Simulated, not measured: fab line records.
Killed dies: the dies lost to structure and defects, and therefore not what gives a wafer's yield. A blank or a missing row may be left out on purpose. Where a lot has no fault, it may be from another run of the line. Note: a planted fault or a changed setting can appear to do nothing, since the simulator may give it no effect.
The same fault as seen by 3 desks -- flow nand_harc -- numbers are kept per desk, each desk with only its own; the story behind them comes last

DESK OF THE TOOL OWNER: pecvd-02
The tool's own readings at NHARC_A_ONON_D1_DEP_33 (deposits SiO2, target thk 200 nm): means of the sampled wafers that have a number, for each lot that ran on this tool. A lot is out of limits, marked OUT, if its mean lies more than 4 standard deviations from the usual mean; the brackets give that distance.
Columns: A = heater_power_outer_w at NHARC_A_ONON_D1_DEP_33, usual 268 W; B = heater_power_w at NHARC_A_ONON_D1_DEP_33, usual 529 W; C = rf_fwd_power_W at NHARC_A_ONON_D1_DEP_33, usual 897.4 W; D = showerhead_vpp_V at NHARC_A_ONON_D1_DEP_33, usual 1850 V; E = throttle_valve_pct at NHARC_A_ONON_D1_DEP_33, usual 15.9 %
lot,first seen here,A,B,C,D,E
L269,day 8 21:01,327,640,897.7,1916,16.2
L279,day 12 21:07,320,585,792.2 (-39) OUT,1776,16.2
L281,day 13 13:07,351,669,792.1 (-39) OUT,1760,16.2
Finding of this desk: L279, L281 out of limits; the first was L279 at day 12 21:07, on rf_fwd_power_W at NHARC_A_ONON_D1_DEP_33. Within limits: L269.

THE DEFECT DESK
Counts from the inspections along the route, per lot, as means over the sampled wafers that have a number. A lot is out of limits, marked OUT, if its mean lies more than 4 standard deviations from the usual mean; the brackets give that distance.
Columns: A = raw_defect_count at NHARC_A_SOURCE_PLATE_INSPECT_08, usual 64
lot,first seen here,A
L269,day 8 08:15,86
L270,day 9 00:28,36
L272,day 9 14:23,79
L279,day 12 07:51,79
L281,day 13 00:07,60
L282,day 13 17:44,61
L284,day 14 16:25,71
L286,day 15 06:22,77
L287,day 15 17:32,59
L289,day 16 11:42,63
L290,day 17 04:34,90
L291,day 17 15:58,80
Result from this desk: across the 12 lots, nothing is out of limits.

AT THE METROLOGY DESK
What the gauges read for every lot (on any tool): the sampled wafers with a number, averaged. A lot is out of limits, marked OUT, if its mean lies more than 4 standard deviations from the usual mean; the brackets give that distance.
Columns: A = thk_nm at NHARC_A_SOURCE_PLATE_THK_MEAS_09, usual 9.7 nm; B = thk_nm at NHARC_A_ONON_D1_THK_MEAS_34, usual 200.3 nm
lot,first seen here,A,B
L269,day 7 18:53,9.6,197.7
L270,day 8 11:58,9.5,200.6
L272,day 9 01:14,9.3,200.8
L279,day 11 18:29,10.1,189.6
L281,day 12 11:27,9.5,188.8 (-4.1) OUT
L282,day 13 04:33,10.3,204.0
L284,day 14 03:04,9.8,202.3
L286,day 14 17:10,9.1,199.5
L287,day 15 01:52,10.4,196.8
L289,day 15 18:50,11.5,199.8
L290,day 16 15:19,8.4,203.1
L291,day 16 23:09,9.4,201.4
Finding of this desk: L281 out of limits; the first was L281 at day 13 13:29, on thk_nm at NHARC_A_ONON_D1_THK_MEAS_34. Within limits: L269, L270, L272, L279, L282, L284, L286, L287, L289, L290, L291.

BROUGHT TOGETHER
An alarm could have come from the tool owner's desk at day 12 21:07, on L279, L281.
L281 would have let the metrology desk raise an alarm at day 13 13:29.
No out-of-limits result turned up at the defect desk.
The defect desk has L279, L281 on record, within its limits.
The metrology desk holds a record of L279, inside its limits.
NHARC_A_ONON_D1_DEP_33 was run on pecvd-02 by each of the lots named.

WHAT THE SIMULATOR HAD PUT IN
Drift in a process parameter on pecvd-02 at NHARC_A_ONON_D1_DEP_33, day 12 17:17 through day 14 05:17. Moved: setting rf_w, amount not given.
Shown lots that were struck: L279, L281.
Counting hours from when the fault started, the first reading out of limits came at 4 for the tool owner's desk and at 20 for the metrology desk.
